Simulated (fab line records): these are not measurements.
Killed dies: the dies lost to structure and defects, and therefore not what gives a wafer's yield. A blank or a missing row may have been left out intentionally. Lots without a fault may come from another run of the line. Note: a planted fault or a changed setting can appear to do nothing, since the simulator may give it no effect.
fab line records | flow n5Finfet
[record] lots = 7 wafers = 39
route steps=1938 shown SD_EPI_P@321 HKMG_FIN@395
startH: hours from the record's first day to the start of the lot's first wafer shown | waitH: hours from the lot's prior step to this one | " same as the row above | L1.1+2: a single row standing in for several wafers | - value missing, or start not given | * or withheld: withheld | < > ~ a bound
route shown NAME@n: NAME is a module with steps in the file, n the number in the route of the first one | usual: the fault-free wafers' mean and standard deviation | same: alike in all rows | chamber/n: place in a boat | sites: each site's reading | _std_site: the standard deviation of these | _edge_site: the outer-site mean with the inner-site mean subtracted | radiusMm: for every site, how far away it sits from the centre of the wafer | mask NAME#n: copy n | behind: the tool/chamber that last shaped the wafer | hold: why the lot went on hold/how many hours it stayed there/how the hold came to an end | device: the transistor (n, p or np) that didn't switch | end of line: at the end of the route, the tests of the same wafers | a step given without rows: its recipe and nothing more | killed: dies that structure and defects cost at the first sort, which is not the same as the wafer's yield | map: a wafer's dies, marking killed ones x, the rest . and places with no die _
set.NAME: setting as actually run; set.NAME@STEP: the setting as run at that earlier step | model.NAME: the simulator's own value behind a step, which no gauge read
lots whose settings were changed on purpose; a table a step, a row a wafer
[[steps]]
[step N5_SD_EPI_P_EPI_21]
[recipe] material = SiGe:B dopant = B tempC = 550 pressureTorr = 20 ambient = H2 timeS = 355
// columns lot.wafer tool chamber startH waitH set.epiGrowthTimeS model.SiGe-B_of_SD_EPI_P_EPI_21.thkNm
L077.1+2+3 epiRpcvd-03 0 74.66 0.1 355 61.6
L077.4 " 0 75.74 1.1 355 62.2
L077.5 " 0 " " 355 61
L077.6 " 0 " " 355 61.8
L081.1 epiRpcvd-02 0 97.64 0.2 328.2 57.6
L081.2 " 0 " " 355 61
L081.3 " 0 " " 355 61.6
L081.4 " 0 " " 328.2 57.4
L081.5 " 0 " " 328.2 57.8
L081.6 " 0 " " 355 60.2
L084.1+4 epiRpcvd-01 0 114.85 0.1 355 61.2
L084.2+5 " 0 " " 355 60.2
L084.3+6 " 0 " " 355 60.8
L085.1 epiRpcvd-02 0 122.61 0.2 355 61.8
L085.4 " 0 124.05 1.5 355 60.8
L085.6 " 0 " " 355 60.6
L091.1 epiRpcvd-03 0 159.08 0.1 375.5 64.2
L091.2 " 0 " " 375.5 63.8
L091.3 " 0 " " 355 61.6
L091.4 " 0 " " 375.5 63.2
L091.5 " 0 " " 355 62
L091.6 " 0 " " 355 61.2
L096.1 epiRpcvd-01 0 187.94 0.1 393.7 66.2
L096.2 " 0 " " 355 60.8
L096.3+4 " 0 " " 393.7 66.6
L096.5 " 0 " " 355 62.4
L096.6 " 0 " " 355 62.2
L097.1 epiRpcvd-01 0 193.29 0.1 355 62
L097.2 " 0 " " 355 61.8
L097.3 " 0 " " 355 62.4
L097.4 " 0 " " 375.5 64.6
L097.5 " 0 " " 375.5 64.4
L097.6 " 0 " " 375.5 64.8
[step N5_HKMG_FIN_EXPOSE_46]
[recipe] maskId = NDIPOLE na = 1.35 sourceShape = conventional sigmaOuter = 0.8 polarization = unpolarized doseMj = 40
// columns lot.wafer tool chamber startH waitH mask set.doseMj
L077.1+2+6 arfiScanner-02 0 90.53 - NDIPOLE#0 41.02
L077.3+4+5 " 0 " " NDIPOLE#0 40
L081.1+2+6 arfiScanner-03 0 114.83 - NDIPOLE#0 40
L081.3+4+5 " 0 " " NDIPOLE#0 43.06
L084.1+2+3+4+5+6 arfiScanner-02 0 130.32 - NDIPOLE#0 40
L085.1+4+6 arfiScanner-01 0 139.89 - NDIPOLE#0 40
L091.1+4+6 arfiScanner-01 0 174.87 - NDIPOLE#0 38.28
L091.2+3+5 " 0 " " NDIPOLE#0 40
L096.1+2+3 arfiScanner-02 0 204.51 - NDIPOLE#0 40
L096.4+5+6 " 0 " " NDIPOLE#0 41.91
L097.1+5+6 arfiScanner-02 0 210.34 - NDIPOLE#0 40
L097.2+3+4 " 0 " " NDIPOLE#0 41.17
[step N5_HKMG_FIN_PEB_47]
[recipe] pebTempC = withheld pebTimeS = 60 resist = CAR-ArF
[step N5_HKMG_FIN_DEVELOP_48]
[recipe] developTimeS = 30 developer = TMAH resist = CAR-ArF rinseLiquid = diw dry = airSpin devTempC = 23
[step N5_HKMG_FIN_CD_MEAS_49]
[recipe] targetCdNm = 202 landingEnergyEv = 500 detector = seInlens polarity = opening
[usual] cdNm = 202.3/0.64
// columns lot.wafer tool chamber startH waitH set.doseMj@HKMG_FIN_EXPOSE_46 cdNm
L077.1 cdSem-02 0 90.65 - 41.02 203.9
L077.2 " 0 " " 41.02 203.3
L077.3 " 0 " " 40 203.0
L077.4 " 0 " " 40 202.3
L077.5 " 0 " " 40 201.7
L077.6 " 0 " " 41.02 203.1
L081.1 cdSem-02 0 114.95 - 40 201.7
L081.2 " 0 " " 40 203.0
L081.3 " 0 " " 43.06 207.2
L081.4 " 0 " " 43.06 206.9
L081.5 " 0 " " 43.06 206.4
L081.6 " 0 " " 40 202.4
L084.1 cdSem-03 0 130.44 - 40 201.9
L084.2 " 0 " " 40 202.3
L084.3 " 0 " " 40 202.1
L084.4 " 0 " " 40 201.4
L084.5 " 0 " " 40 202.5
L084.6 " 0 " " 40 203.6
L085.1 cdSem-03 0 140.02 - 40 203.1
L085.4 " 0 " " 40 203.4
L085.6 " 0 " " 40 203.2
L091.1 cdSem-02 0 175.00 - 38.28 199.2
L091.2 " 0 " " 40 202.9
L091.3 " 0 " " 40 202.5
L091.4 " 0 " " 38.28 199.6
L091.5 " 0 " " 40 202.2
L091.6 " 0 " " 38.28 199.7
L096.1 cdSem-01 0 204.63 - 40 201.5
L096.2 " 0 " " 40 202.2
L096.3 " 0 " " 40 202.7
L096.4 " 0 " " 41.91 205.6
L096.5 " 0 " " 41.91 203.7
L096.6 " 0 " " 41.91 206.3
L097.1 cdSem-03 0 210.47 - 40 202.5
L097.2 " 0 " " 41.17 203.9
L097.3 " 0 " " 41.17 203.5
L097.4 " 0 " " 41.17 204.5
L097.5 " 0 " " 40 202.4
L097.6 " 0 " " 40 203.0
[step N5_HKMG_FIN_EXPOSE_09]
[recipe] maskId = NWFM na = 1.35 sourceShape = conventional sigmaOuter = 0.8 polarization = unpolarized doseMj = 39.25
// columns lot.wafer tool chamber startH waitH mask set.doseMj
L077.1+3+5 arfiScanner-01 0 93.98 - NWFM#0 38.18
L077.2+4+6 " 0 " " NWFM#0 39.25
L081.1+3+6 arfiScanner-01 0 118.28 - NWFM#0 39.25
L081.2+4+5 " 0 " " NWFM#0 38.33
L084.1+2+5 arfiScanner-02 0 133.74 - NWFM#0 39.25
L084.3+4+6 " 0 " " NWFM#0 37.65
L085.1+4+6 arfiScanner-03 0 143.31 - NWFM#0 39.25
L091.1+2+3+4+5+6 arfiScanner-01 0 178.55 - NWFM#0 39.25
L096.1+4+6 arfiScanner-02 0 208.05 - NWFM#0 37.53
L096.2+3+5 " 0 " " NWFM#0 39.25
L097.1+4+6 arfiScanner-01 0 214.37 - NWFM#0 39.25
L097.2+3+5 " 0 " " NWFM#0 40.14
[step N5_HKMG_FIN_PEB_10]
[recipe] pebTempC = withheld pebTimeS = 60 resist = CAR-ArF
[step N5_HKMG_FIN_DEVELOP_11]
[recipe] developTimeS = 30 developer = TMAH resist = CAR-ArF devTempC = 23 rinseLiquid = diw dry = airSpin
[step N5_HKMG_FIN_CD_MEAS_12]
[recipe] targetCdNm = 92.8 landingEnergyEv = 500 detector = seInlens
[usual] cdNm = 92.6/0.78
// columns lot.wafer tool chamber startH waitH set.doseMj@HKMG_FIN_EXPOSE_09 cdNm
L077.1 cdSem-01 0 94.11 - 38.18 91.1
L077.2 " 0 " " 39.25 92.3
L077.3 " 0 " " 38.18 91.3
L077.4 " 0 " " 39.25 92.9
L077.5 " 0 " " 38.18 90.9
L077.6 " 0 " " 39.25 92.4
L081.1 cdSem-02 0 118.40 - 39.25 90.8
L081.2 " 0 " " 38.33 91.0
L081.3 " 0 " " 39.25 92.5
L081.4 " 0 " " 38.33 89.8
L081.5 " 0 " " 38.33 89.4
L081.6 " 0 " " 39.25 91.7
L084.1 cdSem-02 0 133.86 - 39.25 93.0
L084.2 " 0 " " 39.25 93.3
L084.3 " 0 " " 37.65 90.7
L084.4 " 0 " " 37.65 91.2
L084.5 " 0 " " 39.25 92.6
L084.6 " 0 " " 37.65 90.6
L085.1 cdSem-03 0 143.44 - 39.25 91.2
L085.4 " 0 " " 39.25 92.5
L085.6 " 0 " " 39.25 91.9
L091.1 cdSem-03 0 178.68 - 39.25 92.0
L091.2 " 0 " " 39.25 93.2
L091.3 " 0 " " 39.25 92.8
L091.4 " 0 " " 39.25 92.4
L091.5 " 0 " " 39.25 92.6
L091.6 " 0 " " 39.25 92.4
L096.1 cdSem-01 0 208.18 - 37.53 89.4
L096.2 " 0 " " 39.25 92.2
L096.3 " 0 " " 39.25 91.7
L096.4 " 0 " " 37.53 89.9
L096.5 " 0 " " 39.25 92.1
L096.6 " 0 " " 37.53 90.1
L097.1 cdSem-03 0 214.49 - 39.25 92.2
L097.2 " 0 " " 40.14 94.3
L097.3 " 0 " " 40.14 94.4
L097.4 " 0 " " 39.25 93.6
L097.5 " 0 " " 40.14 95.1
L097.6 " 0 " " 39.25 94.2
[step N5_HKMG_FIN_ETCH_35]
[recipe] chemistry = N2/H2 target = SOC targetDepthA = 2158 ionEnergyEv = 65 biasW = 5 sourceW = 3000 timeS = 243.4 pressureMtorr = 30 n2FlowSccm = 200 h2FlowSccm = 200
[usual] rfVppV = 141.3/1.1
// columns lot.wafer tool chamber startH waitH set.biasW rfVppV
L077.1 rieDiel-02 0 94.50 0.0 5 140.6
L077.2 " 3 " " 5.758 155.9
L077.3 " 2 " " 5 140.6
L077.4 " 1 " " 5.758 155.4
L077.5 " 3 " " 5.758 154.7
L077.6 " 2 " " 5 142.2
L081.1 rieDiel-02 3 118.94 0.0 5 141.5
L081.2 " 1 " " 4.227 126.9
L081.3 " 2 " " 5 140.7
L081.4 " 0 " " 5 142.1
L081.5 " 1 " " 4.227 126.2
L081.6 " 2 " " 4.227 126.5
L084.1 rieDiel-05 1 134.39 0.0 5.281 145.5
L084.2 " 3 " " 5 141.8
L084.3 " 0 " " 5 140.2
L084.4 " 2 " " 5.281 146.5
L084.5 " 0 " " 5 140.6
L084.6 " 3 " " 5.281 147.6
L085.1 rieDiel-06 0 143.83 0.0 5 141.3
L085.4 " 3 " " 5 141.1
L085.6 " 0 " " 5 141.2
L091.1 rieDiel-06 2 179.10 0.0 5 140.1
L091.2 " 3 " " 5 142.9
L091.3 " 1 " " 5 142.4
L091.4 " 0 " " 5 139.7
L091.5 " 3 " " 5 141.6
L091.6 " 0 " " 5 141.9
L096.1 rieDiel-06 3 208.57 0.0 5.538 152.2
L096.2 " 0 " " 5 142.0
L096.3 " 1 " " 5.538 153.9
L096.4 " 2 " " 5 141.9
L096.5 " 3 " " 5.538 151.1
L096.6 " 0 " " 5 141.0
L097.1 rieDiel-06 3 215.18 0.0 4.111 124.7
L097.2 " 1 " " 5 143.5
L097.3 " 0 " " 4.111 123.1
L097.4 " 2 " " 5 141.8
L097.5 " 3 " " 5 142.8
L097.6 " 0 " " 4.111 124.2
[[key]]
[split] step = N5_SD_EPI_P_EPI_21 setting = epiGrowthTimeS stated = 355 by = wafer
[response] step = N5_SD_EPI_P_EPI_21 reading = model.SiGe-B_of_SD_EPI_P_EPI_21.thkNm change = +0.425 per = 1% r = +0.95
[split] step = N5_HKMG_FIN_EXPOSE_46 setting = doseMj stated = 40 by = wafer
[response] step = N5_HKMG_FIN_CD_MEAS_49 reading = cdNm change = +0.596 per = 1% r = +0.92
[split] step = N5_HKMG_FIN_EXPOSE_09 setting = doseMj stated = 39.25 by = wafer
[response] step = N5_HKMG_FIN_CD_MEAS_12 reading = cdNm change = +0.538 per = 1% r = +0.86
[split] step = N5_HKMG_FIN_ETCH_35 setting = biasW stated = 5 by = wafer
[response] step = N5_HKMG_FIN_ETCH_35 reading = rfVppV change = +0.992 per = 1% r = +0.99
